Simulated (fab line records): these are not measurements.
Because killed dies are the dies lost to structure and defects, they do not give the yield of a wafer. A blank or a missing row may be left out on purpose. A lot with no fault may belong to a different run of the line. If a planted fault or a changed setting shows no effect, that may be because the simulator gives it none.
fab line records | flow n5Finfet
record lots=24 wafers=72 lastDay=17
route steps=1938 shown BEOL_M2@891
lots with no fault: from the same line, run without faults
startH: hours from the record's first day to the start of the lot's first wafer shown | waitH: how many hours have passed since the lot's step before this one | " the same as in the row above | L1.1+2: a row that stands for several wafers | - no value present, or no start provided | * or withheld: withheld | < > ~ a bound
route shown NAME@n: a module of which the file shows steps, and the number in the route of the first | usual: average and standard deviation across the fault-free wafers | same: alike in all rows | chamber/n: place in a boat | sites: each site's reading | _std_site: the standard deviation of these | _edge_site: inner sites' mean taken away from outer sites' mean | radiusMm: how far each site lies from the wafer's centre | mask NAME#n: copy n | behind: the most recent tool/chamber to have shaped the wafer | hold: cause of the lot's hold/its duration in hours/its outcome | device: the transistor (n, p or np) that didn't switch | end of line: tests of these same wafers at the route's end | a step with no rows: only its recipe | killed: the dies lost at the first sort to structure and to defects; this is not the yield of the wafer | map: dies across one wafer; x = killed, . = not, _ = none there
set.NAME: the setting as run; set.NAME@STEP: as run at that earlier step | model.NAME: the simulator's own value behind a step, which no gauge read
route steps across a sampled set of lots; one table per step, one row per wafer
services: the hour from which a tool's chamber was out of use, counted from the record's first day as startH (under 0 if before that day), plus the number of hours and why
## steps
# step N5_BEOL_M2_ETCH_41
# recipe chemistry=CH3F/O2 target=SiCN targetDepthA=299 taperDeg=2 timeS=52.5 ionEnergyEv=120 maskMaterial=TiN pressureMtorr=30 sourceW=395 biasW=75 Ar_flow_sccm=150 CH3F_flow_sccm=30 O2_flow_sccm=20
# usual chamberPressureMTorr=30.000/0.025 drypumpMotorCurrentA=5.9/0.47 oesProductAu=0.77/0.097 rfVppV=297.2/1.5 showerheadPlenumPTorr=2.00/0.059 throttleValvePct=16.29/0.26
# columns lot.wafer tool chamber startH waitH chamberPressureMTorr drypumpMotorCurrentA oesProductAu rfHoursCounterH rfVppV showerheadPlenumPTorr throttleValvePct
L074.1 rieDiel-03 3 - - 29.994 5.5 0.93 26 296.0 1.97 16.28
L074.2 " 0 " " 29.992 5.3 0.74 175 297.7 2.00 16.42
L074.5 " 0 " " 30.012 5.4 0.73 - 296.7 2.00 16.39
L075.1 rieDiel-03 3 - - 29.987 5.5 0.92 28 295.6 1.97 16.30
L075.2 " 1 " " 30.045 6.6 0.89 46 296.9 1.96 15.99
L075.3 " 2 " " 29.963 6.0 0.72 209 300.5 2.07 16.83
L076.1 rieDiel-05 1 - - 30.032 5.0 0.71 185 297.0 1.99 16.16
L076.2 " 2 " " 29.944 5.9 0.69 234 295.3 1.88 16.45
L076.4 " 0 " " 29.968 5.9 0.68 230 294.8 1.88 16.21
L077.2 rieDiel-03 3 - - 29.979 5.5 0.92 31 296.6 1.97 16.30
L077.3 " 1 " " 29.975 6.6 0.89 49 294.7 1.96 16.00
L077.5 " 3 " " 29.981 5.5 0.92 - 296.7 1.97 16.30
L078.2 rieDiel-04 1 - - 30.009 6.1 0.71 220 298.9 2.06 16.16
L078.3 " 3 " " 29.986 6.1 0.81 109 296.0 1.94 16.08
L078.6 " 3 " " 29.974 6.1 0.81 - 296.1 1.94 16.08
L079.1 rieDiel-04 3 - - 29.963 6.1 0.81 111 295.5 1.94 16.09
L079.4 " 1 " " 30.001 6.1 0.70 - 299.3 2.05 16.15
L079.6 " 3 " " 30.012 6.1 0.80 - 296.1 1.94 16.08
L080.4 rieDiel-03 1 - - 29.989 6.6 0.87 53 295.8 1.96 15.99
L080.5 " 2 " " 29.999 6.0 0.71 - 297.9 2.06 16.83
L080.6 " 3 " " 29.997 5.5 0.90 - 296.3 1.97 16.32
L081.3 rieDiel-04 0 - - 30.018 6.6 0.69 208 298.3 2.06 16.15
L081.4 " 1 " " 29.982 6.1 0.68 235 296.8 2.05 16.18
L081.5 " 2 " " 30.044 6.3 0.69 - 297.3 1.96 16.56
L082.1 rieDiel-03 0 - - 29.984 5.3 0.71 193 296.8 1.99 16.41
L082.2 " 1 " " 30.006 6.6 0.86 63 296.8 1.95 16.00
L082.6 " 3 " " 30.006 5.5 0.89 - 296.0 1.97 16.33
L083.2 rieDiel-03 3 - - 29.981 5.5 0.89 47 294.7 1.97 16.33
L083.4 " 2 " " 30.000 5.9 0.71 228 298.2 2.06 16.87
L083.6 " 3 " " 29.941 5.5 0.88 - 297.1 1.97 16.32
L084.1 rieDiel-05 0 - - 29.945 5.9 0.69 240 294.8 1.88 16.24
L084.2 " 3 " " 29.950 6.1 0.69 231 298.7 2.05 16.17
L084.6 " 1 " " 29.982 5.0 0.71 - 296.6 1.99 16.17
L085.1 rieDiel-03 3 - - 29.987 5.5 0.88 53 295.8 1.97 16.35
L085.5 " 0 " " 29.993 5.3 0.70 - 296.2 1.99 16.46
L085.6 " 1 " " 29.987 6.6 0.84 - 295.3 1.95 16.02
L086.1 rieDiel-03 1 - - 30.028 6.6 0.85 73 296.9 1.95 16.05
L086.2 " 2 " " 30.005 5.9 0.70 237 299.2 2.06 16.88
L086.4 " 3 " " 30.003 5.5 0.87 55 296.8 1.97 16.37
L087.1 rieDiel-03 3 - - 29.970 5.5 0.87 56 297.3 1.97 16.36
L087.5 " 3 " " 29.994 5.5 0.88 - 296.2 1.97 16.34
L087.6 " 2 " " 30.029 6.0 0.69 - 297.9 2.06 16.89
L089.1 rieDiel-05 1 - - 30.017 5.0 0.70 207 296.4 1.98 16.22
L089.3 " 0 " " 30.013 5.9 0.67 252 293.8 1.87 16.26
L089.4 " 1 " " 30.021 5.0 0.71 - 296.7 1.98 16.20
L088.1 rieDiel-05 2 - - 29.959 5.9 1.00 2 300.6 2.13 16.04
L088.4 " 2 " " 29.996 5.9 1.00 - 299.7 2.13 16.04
L088.5 " 3 " " 30.013 6.1 0.68 - 299.3 2.05 16.19
L090.3 rieDiel-04 2 - - 29.967 6.3 0.68 233 296.6 1.96 16.60
L090.5 " 2 " " 29.997 6.3 0.69 - 296.4 1.96 16.61
L090.6 " 3 " " 30.020 6.1 0.78 - 296.5 1.93 16.13
L091.1 rieDiel-03 3 - - 29.986 5.5 0.86 64 296.1 1.96 16.37
L091.4 " 0 " " 30.015 5.3 0.70 212 297.9 1.99 16.44
L091.5 " 2 " " 30.022 5.9 0.69 - 298.5 2.06 16.90
L092.2 rieDiel-05 2 - - 29.958 6.0 0.98 10 300.3 2.13 16.06
L092.4 " 1 " " 30.010 5.0 0.69 - 297.6 1.98 16.24
L092.6 " 3 " " 29.975 6.2 0.68 - 297.2 2.05 16.21
L093.1 rieDiel-03 3 - - 30.006 5.5 0.84 71 298.1 1.96 16.38
L093.4 " 1 " " 30.040 6.5 0.82 - 296.9 1.95 16.06
L093.6 " 3 " " 30.015 5.5 0.85 - 295.5 1.96 16.37
L094.1 rieDiel-04 1 - - 30.028 6.1 0.96 2 297.8 2.04 15.78
L094.2 " 0 " " 29.954 6.6 0.67 239 297.9 2.05 16.19
L094.6 " 1 " " 29.983 6.1 0.96 - 299.2 2.04 15.76
L097.1 rieDiel-04 3 - - 30.007 6.1 0.75 155 295.9 1.92 16.18
L097.2 " 1 " " 30.014 6.1 0.95 5 298.9 2.04 15.79
L097.3 " 0 " " 29.967 6.6 0.67 242 298.6 2.05 16.20
L095.3 rieDiel-05 0 - - 30.018 5.9 0.96 6 299.9 2.12 15.77
L095.5 " 1 " " 30.073 5.0 0.68 - 296.0 1.98 16.25
L095.6 " 0 " " 29.994 5.8 0.96 - 302.0 2.12 15.76
L096.1 rieDiel-03 1 - - 29.978 6.5 0.83 94 295.7 1.94 16.09
L096.4 " 2 " " 29.998 6.0 0.98 5 298.6 2.05 16.46
L096.6 " 0 " " 30.026 5.3 0.69 - 295.7 1.98 16.47
# step N5_BEOL_M2_PRE_CLEAN_45
# recipe gas=H2/He timeS=30 tempC=250
# usual heaterPowerW=331/26
# columns lot.wafer tool chamber startH waitH heaterPowerW
L074.1 pvdSputter-01 - 145.39 0.0 317
L074.2 " - " " 316
L074.5 " - " " 320
L075.1 pvdSputter-02 - 149.47 0.0 311
L075.2 " - " " 313
L075.3 " - " " 350
L076.1 pvdSputter-01 - 152.37 0.0 333
L076.2 " - " " 322
L076.4 " - " " 349
L077.2 pvdSputter-01 - 155.57 0.0 353
L077.3 " - " " 319
L077.5 " - " " 356
L078.2 pvdSputter-02 - 157.57 0.0 306
L078.3 " - " " 304
L078.6 " - " " 311
L079.1 pvdSputter-03 - 161.26 0.0 375
L079.4 " - " " 342
L079.6 " - " " 303
L080.4 pvdSputter-02 - 170.88 0.0 355
L080.5 " - " " 355
L080.6 " - " " 303
L081.3 pvdSputter-02 - 188.44 0.0 299
L081.4 " - " " 308
L081.5 " - " " 306
L082.1 pvdSputter-03 - 188.87 0.0 365
L082.2 " - " " 355
L082.6 " - " " 376
L083.2 pvdSputter-03 - 191.53 0.0 373
L083.4 " - " " 372
L083.6 " - " " 365
L084.1 pvdSputter-03 - 192.05 0.0 371
L084.2 " - " " 356
L084.6 " - " " 343
L085.1 pvdSputter-02 - 208.56 0.0 305
L085.5 " - " " 317
L085.6 " - " " 348
L086.1 pvdSputter-01 - 213.50 0.0 313
L086.2 " - " " 356
L086.4 " - " " 337
L087.1 pvdSputter-01 - 217.96 0.0 361
L087.5 " - " " 351
L087.6 " - " " 311
L089.1 pvdSputter-03 - 220.97 0.0 357
L089.3 " - " " 371
L089.4 " - " " 370
L088.1 pvdSputter-02 - 232.10 0.0 301
L088.4 " - " " 305
L088.5 " - " " 309
L090.3 pvdSputter-01 - 232.16 0.0 353
L090.5 " - " " 318
L090.6 " - " " 312
L091.1 pvdSputter-02 - 238.48 0.0 305
L091.4 " - " " 302
L091.5 " - " " 309
L092.2 pvdSputter-02 - 247.03 0.0 298
L092.4 " - " " 309
L092.6 " - " " 308
L093.1 pvdSputter-01 - 261.03 0.0 324
L093.4 " - " " 314
L093.6 " - " " 333
L094.1 pvdSputter-02 - 271.99 0.0 309
L094.2 " - " " 295
L094.6 " - " " 347
L097.1 pvdSputter-03 - 278.74 0.0 310
L097.2 " - " " 373
L097.3 " - " " 345
L095.3 pvdSputter-02 - 282.87 0.0 306
L095.5 " - " " 343
L095.6 " - " " 299
L096.1 pvdSputter-03 - 283.55 0.0 356
L096.4 " - " " 380
L096.6 " - " " 369
# step N5_BEOL_M2_ANNEAL_82
# recipe tempC=400 timeS=240 ambient=vacuum
# usual heaterPowerW=818/60
# columns lot.wafer tool chamber startH waitH heaterPowerW
L074.1 pvdSputter-02 - 146.43 0.0 738
L074.2 " - " " 903
L074.5 " - " " 755
L075.1 pvdSputter-02 - 151.91 0.0 765
L075.2 " - " " 882
L075.3 " - " " 754
L076.1 pvdSputter-02 - 153.83 0.0 752
L076.2 " - " " 773
L076.4 " - " " 861
L077.2 pvdSputter-01 - 156.67 0.0 812
L077.3 " - " " 887
L077.5 " - " " 831
L078.2 pvdSputter-01 - 158.81 0.0 808
L078.3 " - " " 794
L078.6 " - " " 798
L079.1 pvdSputter-01 - 162.53 0.0 812
L079.4 " - " " 812
L079.6 " - " " 882
L080.4 pvdSputter-02 - 172.48 0.0 882
L080.5 " - " " 757
L080.6 " - " " 860
L081.3 pvdSputter-03 - 189.59 0.0 918
L081.4 " - " " 953
L081.5 " - " " 901
L082.1 pvdSputter-01 - 189.95 0.0 899
L082.2 " - " " 821
L082.6 " - " " 761
L083.2 pvdSputter-01 - 192.70 0.0 807
L083.4 " - " " 874
L083.6 " - " " 831
L084.1 pvdSputter-03 - 193.29 0.0 898
L084.2 " - " " 767
L084.6 " - " " 915
L085.1 pvdSputter-03 - 210.00 0.0 936
L085.5 " - " " 894
L085.6 " - " " 927
L086.1 pvdSputter-01 - 214.70 0.0 867
L086.2 " - " " 812
L086.4 " - " " 816
L087.1 pvdSputter-02 - 219.06 0.0 782
L087.5 " - " " 790
L087.6 " - " " 751
L089.1 pvdSputter-02 - 222.26 0.0 878
L089.3 " - " " 746
L089.4 " - " " 756
L088.1 pvdSputter-02 - 233.13 0.0 761
L088.4 " - " " 851
L088.5 " - " " 762
L090.3 pvdSputter-03 - 233.36 0.0 862
L090.5 " - " " 874
L090.6 " - " " 769
L091.1 pvdSputter-01 - 239.73 0.0 806
L091.4 " - " " 817
L091.5 " - " " 810
L092.2 pvdSputter-02 - 248.22 0.0 774
L092.4 " - " " 747
L092.6 " - " " 735
L093.1 pvdSputter-02 - 262.49 0.0 777
L093.4 " - " " 750
L093.6 " - " " 761
L094.1 pvdSputter-01 - 273.33 0.0 792
L094.2 " - " " 898
L094.6 " - " " 767
L097.1 pvdSputter-03 - 281.67 0.0 748
L097.2 " - " " 952
L097.3 " - " " 870
L095.3 pvdSputter-01 - 284.13 0.0 772
L095.5 " - " " 778
L095.6 " - " " 804
L096.1 pvdSputter-01 - 285.97 0.0 815
L096.4 " - " " 821
L096.6 " - " " 778
# step N5_BEOL_M2_ANNEAL_89
# recipe tempC=400 timeS=240 ambient=vacuum
# usual heaterPowerW=820/62
# columns lot.wafer tool chamber startH waitH heaterPowerW
L074.1 pvdSputter-02 - 146.87 0.0 744
L074.2 " - " " 884
L074.5 " - " " 791
L075.1 pvdSputter-02 - 152.35 0.0 749
L075.2 " - " " 887
L075.3 " - " " 771
L076.1 pvdSputter-02 - 154.27 0.0 752
L076.2 " - " " 761
L076.4 " - " " 905
L077.2 pvdSputter-01 - 157.11 0.0 814
L077.3 " - " " 876
L077.5 " - " " 833
L078.2 pvdSputter-01 - 159.25 0.0 789
L078.3 " - " " 806
L078.6 " - " " 811
L079.1 pvdSputter-01 - 162.97 0.0 805
L079.4 " - " " 778
L079.6 " - " " 872
L080.4 pvdSputter-02 - 172.92 0.0 879
L080.5 " - " " 767
L080.6 " - " " 885
L081.3 pvdSputter-03 - 190.03 0.0 943
L081.4 " - " " 969
L081.5 " - " " 886
L082.1 pvdSputter-01 - 190.39 0.0 881
L082.2 " - " " 820
L082.6 " - " " 788
L083.2 pvdSputter-01 - 193.14 0.0 822
L083.4 " - " " 894
L083.6 " - " " 804
L084.1 pvdSputter-03 - 193.73 0.0 910
L084.2 " - " " 748
L084.6 " - " " 905
L085.1 pvdSputter-03 - 210.44 0.0 945
L085.5 " - " " 929
L085.6 " - " " 928
L086.1 pvdSputter-01 - 215.14 0.0 894
L086.2 " - " " 795
L086.4 " - " " 822
L087.1 pvdSputter-02 - 219.50 0.0 796
L087.5 " - " " 773
L087.6 " - " " 756
L089.1 pvdSputter-02 - 222.70 0.0 894
L089.3 " - " " 752
L089.4 " - " " 784
L088.1 pvdSputter-02 - 233.57 0.0 774
L088.4 " - " " 848
L088.5 " - " " 749
L090.3 pvdSputter-03 - 233.80 0.0 904
L090.5 " - " " 884
L090.6 " - " " 784
L091.1 pvdSputter-01 - 240.17 0.0 791
L091.4 " - " " 835
L091.5 " - " " 776
L092.2 pvdSputter-02 - 248.66 0.0 762
L092.4 " - " " 756
L092.6 " - " " 759
L093.1 pvdSputter-02 - 262.93 0.0 771
L093.4 " - " " 770
L093.6 " - " " 756
L094.1 pvdSputter-01 - 273.77 0.0 784
L094.2 " - " " 895
L094.6 " - " " 768
L097.1 pvdSputter-03 - 282.11 0.0 740
L097.2 " - " " 947
L097.3 " - " " 861
L095.3 pvdSputter-01 - 284.57 0.0 793
L095.5 " - " " 754
L095.6 " - " " 780
L096.1 pvdSputter-01 - 286.41 0.0 816
L096.4 " - " " 808
L096.6 " - " " 796
# step N5_BEOL_M2_ANNEAL_91
# recipe tempC=400 timeS=240 ambient=vacuum
# usual heaterPowerW=821/58
# columns lot.wafer tool chamber startH waitH heaterPowerW
L074.1 pvdSputter-02 - 147.09 0.0 758
L074.2 " - " " 868
L074.5 " - " " 769
L075.1 pvdSputter-02 - 152.57 0.0 772
L075.2 " - " " 876
L075.3 " - " " 768
L076.1 pvdSputter-02 - 154.49 0.0 775
L076.2 " - " " 766
L076.4 " - " " 888
L077.2 pvdSputter-01 - 157.33 0.0 803
L077.3 " - " " 884
L077.5 " - " " 818
L078.2 pvdSputter-01 - 159.47 0.0 804
L078.3 " - " " 792
L078.6 " - " " 826
L079.1 pvdSputter-01 - 163.19 0.0 797
L079.4 " - " " 804
L079.6 " - " " 894
L080.4 pvdSputter-02 - 173.14 0.0 869
L080.5 " - " " 760
L080.6 " - " " 854
L081.3 pvdSputter-03 - 190.25 0.0 909
L081.4 " - " " 953
L081.5 " - " " 918
L082.1 pvdSputter-01 - 190.61 0.0 867
L082.2 " - " " 838
L082.6 " - " " 769
L083.2 pvdSputter-01 - 193.36 0.0 823
L083.4 " - " " 888
L083.6 " - " " 810
L084.1 pvdSputter-03 - 193.95 0.0 919
L084.2 " - " " 765
L084.6 " - " " 898
L085.1 pvdSputter-03 - 210.66 0.0 925
L085.5 " - " " 928
L085.6 " - " " 921
L086.1 pvdSputter-01 - 215.36 0.0 865
L086.2 " - " " 804
L086.4 " - " " 816
L087.1 pvdSputter-02 - 219.72 0.0 783
L087.5 " - " " 780
L087.6 " - " " 750
L089.1 pvdSputter-02 - 222.92 0.0 895
L089.3 " - " " 771
L089.4 " - " " 787
L088.1 pvdSputter-02 - 233.79 0.0 767
L088.4 " - " " 883
L088.5 " - " " 787
L090.3 pvdSputter-03 - 234.02 0.0 866
L090.5 " - " " 907
L090.6 " - " " 759
L091.1 pvdSputter-01 - 240.39 0.0 809
L091.4 " - " " 793
L091.5 " - " " 812
L092.2 pvdSputter-02 - 248.88 0.0 758
L092.4 " - " " 758
L092.6 " - " " 766
L093.1 pvdSputter-02 - 263.15 0.0 772
L093.4 " - " " 762
L093.6 " - " " 757
L094.1 pvdSputter-01 - 273.99 0.0 819
L094.2 " - " " 890
L094.6 " - " " 769
L097.1 pvdSputter-03 - 282.33 0.0 777
L097.2 " - " " 960
L097.3 " - " " 886
L095.3 pvdSputter-01 - 284.79 0.0 754
L095.5 " - " " 788
L095.6 " - " " 809
L096.1 pvdSputter-01 - 286.63 0.0 817
L096.4 " - " " 791
L096.6 " - " " 810
# step N5_BEOL_M2_ANNEAL_95
# recipe tempC=400 timeS=240 ambient=vacuum
# usual heaterPowerW=822/62
# columns lot.wafer tool chamber startH waitH heaterPowerW
L074.1 pvdSputter-02 - 147.53 0.0 752
L074.2 " - " " 890
L074.5 " - " " 771
L075.1 pvdSputter-02 - 153.01 0.0 767
L075.2 " - " " 895
L075.3 " - " " 758
L076.1 pvdSputter-02 - 154.93 0.0 775
L076.2 " - " " 764
L076.4 " - " " 858
L077.2 pvdSputter-01 - 157.77 0.0 807
L077.3 " - " " 887
L077.5 " - " " 825
L078.2 pvdSputter-01 - 159.91 0.0 791
L078.3 " - " " 819
L078.6 " - " " 807
L079.1 pvdSputter-01 - 163.63 0.0 808
L079.4 " - " " 803
L079.6 " - " " 879
L080.4 pvdSputter-02 - 173.58 0.0 890
L080.5 " - " " 774
L080.6 " - " " 870
L081.3 pvdSputter-03 - 190.69 0.0 943
L081.4 " - " " 959
L081.5 " - " " 951
L082.1 pvdSputter-01 - 191.05 0.0 881
L082.2 " - " " 800
L082.6 " - " " 795
L083.2 pvdSputter-01 - 193.80 0.0 824
L083.4 " - " " 897
L083.6 " - " " 810
L084.1 pvdSputter-03 - 194.39 0.0 936
L084.2 " - " " 764
L084.6 " - " " 937
L085.1 pvdSputter-03 - 211.10 0.0 936
L085.5 " - " " 915
L085.6 " - " " 967
L086.1 pvdSputter-01 - 215.80 0.0 883
L086.2 " - " " 826
L086.4 " - " " 823
L087.1 pvdSputter-02 - 220.16 0.0 778
L087.5 " - " " 790
L087.6 " - " " 768
L089.1 pvdSputter-02 - 223.36 0.0 874
L089.3 " - " " 744
L089.4 " - " " 799
L088.1 pvdSputter-02 - 234.23 0.0 777
L088.4 " - " " 879
L088.5 " - " " 768
L090.3 pvdSputter-03 - 234.46 0.0 892
L090.5 " - " " 892
L090.6 " - " " 770
L091.1 pvdSputter-01 - 240.83 0.0 809
L091.4 " - " " 820
L091.5 " - " " 803
L092.2 pvdSputter-02 - 249.32 0.0 743
L092.4 " - " " 729
L092.6 " - " " 764
L093.1 pvdSputter-02 - 263.59 0.0 765
L093.4 " - " " 767
L093.6 " - " " 747
L094.1 pvdSputter-01 - 274.43 0.0 796
L094.2 " - " " 881
L094.6 " - " " 761
L097.1 pvdSputter-03 - 282.77 0.0 775
L097.2 " - " " 947
L097.3 " - " " 857
L095.3 pvdSputter-01 - 285.23 0.0 777
L095.5 " - " " 764
L095.6 " - " " 800
L096.1 pvdSputter-01 - 287.07 0.0 804
L096.4 " - " " 828
L096.6 " - " " 801
## services
# columns tool chamber startH hours kind
pvdSputter-02 - 126.57 5.3 repair
rieDiel-04 0 137.60 42.6 repair
rieDiel-05 - 172.74 15.6 pm
rieDiel-05 2 209.68 - clean
rieDiel-05 2 209.68 - consumableReplace:focusRing
rieDiel-05 2 209.68 - consumableReplace:showerhead
rieDiel-05 2 209.68 16.3 scheduledDown
rieDiel-05 2 209.68 16.3 ventCycle
rieDiel-04 - 223.43 2.3 repair
rieDiel-05 0 226.02 - clean
rieDiel-05 0 226.02 - consumableReplace:focusRing
rieDiel-05 0 226.02 - consumableReplace:showerhead
rieDiel-05 0 226.02 38.8 scheduledDown
rieDiel-05 0 226.02 38.8 ventCycle
rieDiel-04 1 231.41 - clean
rieDiel-04 1 231.41 - consumableReplace:focusRing
rieDiel-04 1 231.41 34.0 scheduledDown
pvdSputter-03 - 235.09 39.9 repair
rieDiel-03 1 242.80 8.4 repair
rieDiel-03 2 252.65 - clean
rieDiel-03 2 252.65 - consumableReplace:focusRing
rieDiel-03 2 252.65 16.5 scheduledDown
rieDiel-03 2 252.65 16.5 ventCycle
rieDiel-04 3 254.77 12.9 repair
## key
fault none
